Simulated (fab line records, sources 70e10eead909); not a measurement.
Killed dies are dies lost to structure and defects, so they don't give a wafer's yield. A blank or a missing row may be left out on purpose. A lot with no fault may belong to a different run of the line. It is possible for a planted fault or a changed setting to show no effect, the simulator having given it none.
Comparing a struck lot with a sound one | flow nand-harc | 15 steps out of a route of 1159
Sound: wafers L314.2, L314.4, L314.6. The struck wafers were L317.1, L317.4, L317.6. Last of all comes the cause.
Each step with rows lists, per side, the tool, then ch with its chambers, then its first start. Under that, the readings that differ: sound wafers | struck wafers | difference of the means | sigmas: that difference in standard deviations of wafers without a fault.
alike: same words and numbers on both sides, and readings whose means sit less than 2 such deviations apart. not compared: any withheld reading, any reading some wafer has no value for, any bound like >300 that may hide the same value, and any number with overlapping values for which the record gives no deviation.
Wherever a step has rows on one side only, a row that says differs or no value, or a row with sigmas, the two part there. Numbers that don't overlap but have no deviation are shown without sigmas and don't part them. A reading that every wafer of one side lacks parts them only if that side has two wafers or more.

first, 2 steps without rows for these wafers: NHARC_A_CHANNEL_HOLE_D1_STRIP_43 (strips in O2/COS); NHARC_A_CHANNEL_HOLE_D1_ETCH_44 (etches the open film in CF4/O2, target depth 140 nm, overetch 14 nm, time 77 s).
NHARC_A_CHANNEL_HOLE_D1_STRIP_27: strips in O2.
  sound on rie-diel-05 ch 1,2; struck on rie-diel-04 ch 1,3
  alike: drypump-motor-current-A, oes-product-au, rf-vpp-V, showerhead-plenum-p-Torr, throttle-valve-pct
  not compared: rf-hours-counter-h
then, 2 steps without rows for these wafers: NHARC_A_CHANNEL_HOLE_D1_PRECLEAN_28 (cleans in SC1); NHARC_A_CHANNEL_HOLE_D1_SRD_29.
NHARC_A_CHANNEL_HOLE_D1_CD_MEAS_30:
  struck on cd-sem-03, day 10 11:26; sound on cd-sem-01, day 9 15:02
  alike: cd-nm
NHARC_A_CHANNEL_HOLE_D1_XSEM_31:
  sound on xsem-02 ch 0, day 9 15:08; struck on xsem-01 ch 0, day 10 11:32
  reading            | sound          | struck         | difference | sigmas
  tilt-deg (degrees) | 0.12 0.12 0.12 | 0.04 0.04 0.03 | -0.08      | -2
  alike: bot-cd-nm, bow-nm
NHARC_A_CHANNEL_HOLE_D1_INSPECT_40:
  struck on defect-inspect-02, day 10 11:37; sound on defect-inspect-01, day 9 15:14
  alike: raw-defect-count
then, 2 steps without rows for these wafers: NHARC_A_CHANNEL_FILL_D1_PRECLEAN_00 (cleans in SC1); NHARC_A_CHANNEL_FILL_D1_SRD_01.
NHARC_A_CHANNEL_FILL_D1_ALD_02: deposits SiO2, target thk 6 nm, pulse time 10 s, ald cycles 60.
  sound on ald-hk-01 ch 0,2, day 9 15:30; struck on ald-hk-02 ch 1,3, day 10 11:49
  alike: ald-cycles, heater-power-w, precursor-pulse-height-rel
NHARC_A_CHANNEL_FILL_D1_ALD_03: deposits SiNx, target thk 6 nm, pulse time 60 s, ald cycles 58.
  sound on ald-sin-batch-03 ch 0; struck on ald-sin-batch-01 ch 0
  alike: ald-cycles, chamber-pressure-Torr, precursor-pulse-height-rel
NHARC_A_CHANNEL_FILL_D1_ALD_14: deposits SiO2, target thk 2.5 nm, pulse time 10 s, ald cycles 25.
  sound on ald-hk-02 ch 0,1, day 9 22:29; struck on ald-hk-02 ch 1,2,3, day 10 21:26
  reading    | sound    | struck   | difference | sigmas
  ald-cycles | 25 25 25 | 21 21 21 | -4         |
  alike: heater-power-w, precursor-pulse-height-rel
NHARC_A_CHANNEL_FILL_D1_ALD_15: deposits SiNx, target thk 2 nm, pulse time 60 s, ald cycles 19.
  sound on ald-sin-batch-01 ch 0; struck on ald-sin-batch-01 ch 0
  alike: ald-cycles, chamber-pressure-Torr, precursor-pulse-height-rel
-- record jumps: 11 days between struck wafers' starts before vs after; left off in module A_CHANNEL_FILL_D1, resumes in module END, first step shown is number 1159 of the route --
NHARC_END_SORT_01:
  here the record holds rows for the struck wafers (prober-02 ch 0, day 21 13:27) but none for the sound ones

WHERE THEY PART
First at NHARC_A_CHANNEL_HOLE_D1_XSEM_31; last, within this record, at NHARC_END_SORT_01.

WHY: whatever the simulator had introduced
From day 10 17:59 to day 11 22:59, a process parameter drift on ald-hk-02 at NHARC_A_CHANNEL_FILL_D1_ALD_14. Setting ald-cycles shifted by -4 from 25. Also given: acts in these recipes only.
